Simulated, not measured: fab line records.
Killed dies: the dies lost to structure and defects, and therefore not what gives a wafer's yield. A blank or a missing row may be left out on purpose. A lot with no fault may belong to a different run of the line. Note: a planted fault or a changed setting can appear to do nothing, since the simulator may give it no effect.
Lot-split experiment || flow n5-finfet || 21 wafers read across 7 lots, on a route 1938 steps long

## SPLIT DETAILS
At N5_GATE_CUT_COAT_35 (time 60 s, resist thk 10 nm), the setting spin-rpm was moved away from the recipe's 1500 rpm on 7 of the 21 wafers read, by -10.4% to +8.8%. The other wafers ran this setting at the recipe's value.

## FROM THE SPLIT TO THE READING: what the file shows between them, 6 steps
- N5_GATE_CUT_COAT_27: time 60 s, resist thk 10 nm (also split here: spin-rpm)
- N5_GATE_CUT_COAT_07: resist thk 30 nm
- N5_GATE_CUT_EBR_09
- N5_GATE_CUT_DESCUM_18: chemistry O2, time 7 s
- N5_GATE_CUT_ETCH_28: etches underlayer in N2/H2, target depth 13 nm, time 10.4 s
- N5_GATE_CUT_ETCH_36: etches SiARC in CF4, target depth 13 nm, time 21.7 s

## THE READING
SiARC_of_GATE_CUT_COAT_35.thk-nm (the simulator's own value, which no gauge read), in nm, at N5_GATE_CUT_ETCH_37 (etches SOC in N2/H2, target depth 60 nm, overetch 12 nm, time 90 s). The file does not state a usual value for it. The 14 wafers here that ran the recipe average 6.0 nm, standard deviation 0.14 nm.

{"wafer": "L074.2", "tool, chamber at the split": "litho-track-05, 0", "spin-rpm as run, rpm": 1500, "against the recipe": "recipe", "SiARC_of_GATE_CUT_COAT_35.thk-nm, nm": 6, "against lot-mates on the recipe": "-"}
{"wafer": "L074.3", "tool, chamber at the split": "litho-track-05, 0", "spin-rpm as run, rpm": 1500, "against the recipe": "recipe", "SiARC_of_GATE_CUT_COAT_35.thk-nm, nm": 6, "against lot-mates on the recipe": "-"}
{"wafer": "L074.4", "tool, chamber at the split": "litho-track-05, 0", "spin-rpm as run, rpm": 1389, "against the recipe": "-7.4%", "SiARC_of_GATE_CUT_COAT_35.thk-nm, nm": 6.2, "against lot-mates on the recipe": "+0.2"}
{"wafer": "L076.1", "tool, chamber at the split": "litho-track-05, 0", "spin-rpm as run, rpm": 1500, "against the recipe": "recipe", "SiARC_of_GATE_CUT_COAT_35.thk-nm, nm": 6, "against lot-mates on the recipe": "-"}
{"wafer": "L076.5", "tool, chamber at the split": "litho-track-05, 0", "spin-rpm as run, rpm": 1500, "against the recipe": "recipe", "SiARC_of_GATE_CUT_COAT_35.thk-nm, nm": 6, "against lot-mates on the recipe": "-"}
{"wafer": "L076.2", "tool, chamber at the split": "litho-track-05, 0", "spin-rpm as run, rpm": 1603, "against the recipe": "+6.9%", "SiARC_of_GATE_CUT_COAT_35.thk-nm, nm": 5.4, "against lot-mates on the recipe": -0.6}
{"wafer": "L084.3", "tool, chamber at the split": "litho-track-03, 0", "spin-rpm as run, rpm": 1500, "against the recipe": "recipe", "SiARC_of_GATE_CUT_COAT_35.thk-nm, nm": 6, "against lot-mates on the recipe": "-"}
{"wafer": "L084.5", "tool, chamber at the split": "litho-track-03, 0", "spin-rpm as run, rpm": 1632, "against the recipe": "+8.8%", "SiARC_of_GATE_CUT_COAT_35.thk-nm, nm": 5.6, "against lot-mates on the recipe": -0.5}
{"wafer": "L084.6", "tool, chamber at the split": "litho-track-03, 0", "spin-rpm as run, rpm": 1500, "against the recipe": "recipe", "SiARC_of_GATE_CUT_COAT_35.thk-nm, nm": 6.2, "against lot-mates on the recipe": "-"}
{"wafer": "L085.1", "tool, chamber at the split": "litho-track-03, 0", "spin-rpm as run, rpm": 1500, "against the recipe": "recipe", "SiARC_of_GATE_CUT_COAT_35.thk-nm, nm": 5.8, "against lot-mates on the recipe": "-"}
{"wafer": "L085.5", "tool, chamber at the split": "litho-track-03, 0", "spin-rpm as run, rpm": 1500, "against the recipe": "recipe", "SiARC_of_GATE_CUT_COAT_35.thk-nm, nm": 5.8, "against lot-mates on the recipe": "-"}
{"wafer": "L085.6", "tool, chamber at the split": "litho-track-03, 0", "spin-rpm as run, rpm": 1500, "against the recipe": "recipe", "SiARC_of_GATE_CUT_COAT_35.thk-nm, nm": 5.8, "against lot-mates on the recipe": "-"}
{"wafer": "L092.1", "tool, chamber at the split": "litho-track-04, 0", "spin-rpm as run, rpm": 1500, "against the recipe": "recipe", "SiARC_of_GATE_CUT_COAT_35.thk-nm, nm": 6.2, "against lot-mates on the recipe": "-"}
{"wafer": "L092.2", "tool, chamber at the split": "litho-track-04, 0", "spin-rpm as run, rpm": 1565, "against the recipe": "+4.3%", "SiARC_of_GATE_CUT_COAT_35.thk-nm, nm": 6, "against lot-mates on the recipe": -0.1}
{"wafer": "L092.3", "tool, chamber at the split": "litho-track-04, 0", "spin-rpm as run, rpm": 1500, "against the recipe": "recipe", "SiARC_of_GATE_CUT_COAT_35.thk-nm, nm": 6, "against lot-mates on the recipe": "-"}
{"wafer": "L093.2", "tool, chamber at the split": "litho-track-05, 0", "spin-rpm as run, rpm": 1500, "against the recipe": "recipe", "SiARC_of_GATE_CUT_COAT_35.thk-nm, nm": 5.8, "against lot-mates on the recipe": "-"}
{"wafer": "L093.3", "tool, chamber at the split": "litho-track-05, 0", "spin-rpm as run, rpm": 1344, "against the recipe": "-10.4%", "SiARC_of_GATE_CUT_COAT_35.thk-nm, nm": 6.6, "against lot-mates on the recipe": "+0.7"}
{"wafer": "L093.4", "tool, chamber at the split": "litho-track-05, 0", "spin-rpm as run, rpm": 1500, "against the recipe": "recipe", "SiARC_of_GATE_CUT_COAT_35.thk-nm, nm": 6, "against lot-mates on the recipe": "-"}
{"wafer": "L091.1", "tool, chamber at the split": "litho-track-03, 0", "spin-rpm as run, rpm": 1500, "against the recipe": "recipe", "SiARC_of_GATE_CUT_COAT_35.thk-nm, nm": 6.2, "against lot-mates on the recipe": "-"}
{"wafer": "L091.5", "tool, chamber at the split": "litho-track-03, 0", "spin-rpm as run, rpm": 1395, "against the recipe": "-7.0%", "SiARC_of_GATE_CUT_COAT_35.thk-nm, nm": 6.6, "against lot-mates on the recipe": "+0.4"}
{"wafer": "L091.6", "tool, chamber at the split": "litho-track-03, 0", "spin-rpm as run, rpm": 1395, "against the recipe": "-7.0%", "SiARC_of_GATE_CUT_COAT_35.thk-nm, nm": 6.4, "against lot-mates on the recipe": "+0.2"}

FIT RESULTS
A straight line over all 21 wafers: SiARC_of_GATE_CUT_COAT_35.thk-nm changes by -0.0554 nm for each +1% of spin-rpm; r = -0.85; the points scatter about the line by 0.16 nm.
The same after taking each lot's own level away (the mean of its wafers on the recipe; 21 wafers): -0.0547 nm for each +1%; r = -0.92; scatter 0.11 nm.
According to that fit, moving spin-rpm by its largest amount changes the reading by 0.57 nm.
The span of the lots' own levels, 5.80 to 6.20 nm, comes to 2.8 times the standard deviation stated above.
The two slopes agree, so the slope changes little with the lot-to-lot level.
Check: for one of the wafers moved furthest among these (-10.4%), held out of the fit, the line's prediction against its lot-mates is +0.492 nm. It came out at +0.7 nm against them.

## FURTHER SPLITS ON THESE WAFERS
These wafers also went through other splits before the reading. Each is held against what the fit with the lots' levels taken away leaves over:
{"other split on the same wafers": "N5_GATE_CUT_COAT_27 spin-rpm", "wafers away from the commonest value": 6, "r with SiARC_of_GATE_CUT_COAT_35.thk-nm (lot level and that fit taken away)": -0.12}

## THE WHOLE CHAIN: every reading that the file lists as answering this split, in the file's order
{"step": "N5_GATE_CUT_COAT_35", "what it does": "time 60 s, resist thk 10 nm", "reading": "SiARC_of_GATE_CUT_COAT_35.thk-nm (the simulator's own value, which no gauge read)", "change (the file's fit)": "-0.0539 nm for each +1% of the setting", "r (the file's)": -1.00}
{"step": "N5_GATE_CUT_ETCH_36", "what it does": "etches SiARC in CF4, target depth 13 nm, time 21.7 s", "reading": "etch.depth-nm (the simulator's own value, which no gauge read)", "change (the file's fit)": "-0.0524 nm for each +1% of the setting", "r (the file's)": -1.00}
{"step": "N5_GATE_CUT_ETCH_37", "what it does": "etches SOC in N2/H2, target depth 60 nm, overetch 12 nm, time 90 s", "reading": "SiARC_of_GATE_CUT_COAT_35.thk-nm (the simulator's own value, which no gauge read)", "change (the file's fit)": "-0.0558 nm for each +1% of the setting", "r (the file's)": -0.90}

## THE FILE'S OWN FIT
SiARC_of_GATE_CUT_COAT_35.thk-nm changes by -0.0558 nm for each +1% of spin-rpm, r = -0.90.
